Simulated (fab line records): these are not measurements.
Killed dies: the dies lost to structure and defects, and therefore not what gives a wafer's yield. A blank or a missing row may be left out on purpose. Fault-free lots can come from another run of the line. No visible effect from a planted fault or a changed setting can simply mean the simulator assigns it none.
Comparing a struck lot with a sound one :: flow nand harc :: 14 out of 1302 route steps
Sound: wafers L805.3, L805.5, L805.6. Wafers L808.1, L808.4, L808.5 were the ones struck. At the end, the cause is stated.
Per side, at each step with rows, come the tool, then ch with its chambers, and then its first start. Under that, the readings that differ: sound wafers :: struck wafers :: difference of the means :: sigmas: that difference in standard deviations of wafers without a fault.
alike: a reading whose means differ by less than 2 such deviations, as well as words and numbers matching on both sides. not compared: withheld readings; readings where some wafer has no value; bounds like >300 that might hide an equal value; numbers whose values overlap and for which the record gives no deviation.
A row with sigmas, a row that says differs or no value, or rows on one side alone: a step with any of these is where the two part. When numbers do not overlap yet have no deviation, they are printed without sigmas and do not part them. Lack of a reading on every wafer of one side parts them only where that side has two or more wafers.

first, 1 step without rows for these wafers: NHARC_P_ZERO_WELL_HARDBAKE_25 (time 80 s).
NHARC_P_ZERO_WELL_DESCUM_26: chemistry O2, time 3 s.
  sound on rie diel-07 ch 0,3, day 5 06:42; struck on rie diel-07 ch 0,2, day 6 12:32
  alike: drypump motor current A, oes product au, rf vpp V, showerhead plenum p Torr, throttle valve pct
  not compared: rf hours counter h
then, 10 steps without rows for these wafers: NHARC_P_ZERO_WELL_IMPLANT_27; NHARC_P_ZERO_WELL_IMPLANT_57; NHARC_P_ZERO_WELL_IMPLANT_58; NHARC_P_ZERO_WELL_STRIP_28 (strips in SPM, time 840 s); NHARC_P_ZERO_WELL_DEHYDRATE_29 (time 120 s); NHARC_P_ZERO_WELL_HMDS_30 (time 30 s); NHARC_P_ZERO_WELL_COAT_31; NHARC_P_ZERO_WELL_SOFTBAKE_32 (time 95 s); NHARC_P_ZERO_WELL_EBR_33; NHARC_P_ZERO_WELL_EXPOSE_34 (exposes mask P PWELL, target cd 720 nm).
NHARC_P_ZERO_WELL_PEB_35: peb time 85 s.
  sound on litho track-07 ch 0, day 5 08:07; struck on litho track-02, day 6 13:56
  no value came back on the struck wafers for chill plate temp C (C), exhaust pa (Pa), heater power total W (W); on the sound wafers chill plate temp C (C) reads 22.98 23.10 23.07
then, 1 step without rows for these wafers: NHARC_P_ZERO_WELL_DEVELOP_36 (time 70 s).

WHERE THEY PART
Only at NHARC_P_ZERO_WELL_PEB_35, within this record.

WHY: the cause the simulator had injected
Skipped step whole: litho track-02, from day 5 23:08 on, at NHARC_P_ZERO_WELL_PEB_35. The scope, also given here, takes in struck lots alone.
